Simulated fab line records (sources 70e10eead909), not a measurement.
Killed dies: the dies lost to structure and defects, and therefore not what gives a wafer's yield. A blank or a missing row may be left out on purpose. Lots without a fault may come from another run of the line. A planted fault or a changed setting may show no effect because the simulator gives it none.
Matching of chambers :: flow nand harc :: NHARC_A_STAIRCASE_ETCH_444 on rie diel-03 has 4 sister chambers
The step etches the open film in C4F8/O2, target depth 10200 nm, time 3400 s. 8 wafers are shown with their chamber, then 9 later ones without.

WAFERS PAIRED WITH THEIR CHAMBERS
wafer: L085.6
chamber: 3
rf vpp V (V): 805
oes product au (a.u.): 0.940

wafer: L087.1
chamber: 2
rf vpp V (V): 810
oes product au (a.u.): 0.923

wafer: L083.4
chamber: 0
rf vpp V (V): 805
oes product au (a.u.): 0.940

wafer: L083.5
chamber: 0
rf vpp V (V): 806
oes product au (a.u.): 0.930

wafer: L083.6
chamber: 1
rf vpp V (V): 807
oes product au (a.u.): 0.920

wafer: L088.1
chamber: 3
rf vpp V (V): 805
oes product au (a.u.): 0.950

wafer: L088.2
chamber: 2
rf vpp V (V): 810
oes product au (a.u.): 0.937

wafer: L088.4
chamber: 1
rf vpp V (V): 809
oes product au (a.u.): 0.931

WAFERS WITH NO CHAMBER GIVEN
wafer: L093.1
rf vpp V (V): 809
oes product au (a.u.): 0.955

wafer: L093.2
rf vpp V (V): 804
oes product au (a.u.): 0.966

wafer: L093.3
rf vpp V (V): 805
oes product au (a.u.): 0.949

wafer: L094.1
rf vpp V (V): 807
oes product au (a.u.): 0.974

wafer: L094.2
rf vpp V (V): 806
oes product au (a.u.): 0.955

wafer: L094.3
rf vpp V (V): 810
oes product au (a.u.): 0.995

wafer: L096.1
rf vpp V (V): 805
oes product au (a.u.): 0.944

wafer: L096.4
rf vpp V (V): 808
oes product au (a.u.): 0.967

wafer: L096.6
rf vpp V (V): 809
oes product au (a.u.): 0.964

WHICH CHAMBER EACH ONE RAN IN
wafer: L093.1
from the rows above: can't be placed: 2 or 1 or 0 or 3
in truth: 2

wafer: L093.2
from the rows above: can't be placed: 3 or 0
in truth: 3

wafer: L093.3
from the rows above: can't be placed: 3 or 0
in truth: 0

wafer: L094.1
from the rows above: can't be placed: 3 or 0 or 1
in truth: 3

wafer: L094.2
from the rows above: can't be placed: 3 or 0
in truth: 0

wafer: L094.3
from the rows above: can't be placed: 2 or 3 or 1 or 0
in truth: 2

wafer: L096.1
from the rows above: can't be placed: 3 or 0
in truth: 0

wafer: L096.4
from the rows above: can't be placed: 3 or 0 or 1 or 2
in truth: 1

wafer: L096.6
from the rows above: can't be placed: 2 or 1 or 3 or 0
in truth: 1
Correctly placed: 0 of 9. Cannot be placed on the basis of these rows: 9; the candidates contain the true chamber in 9. Number placed wrongly: 0.
How it was worked out, from the rows above alone: a wafer's distance from a chamber is the root of the sum, over the readings, of the square of ((its reading less the chamber's mean) divided by the reading's scatter). The wafer belongs to the nearest chamber; if the next one is less than 2 further off, it can't be placed. The mean given for a chamber averages the wafers shown for that chamber. The scatter: take each reading less its chamber's mean, square it, sum over the shown wafers, divide by the number of wafers less the number of chambers, and take the root.
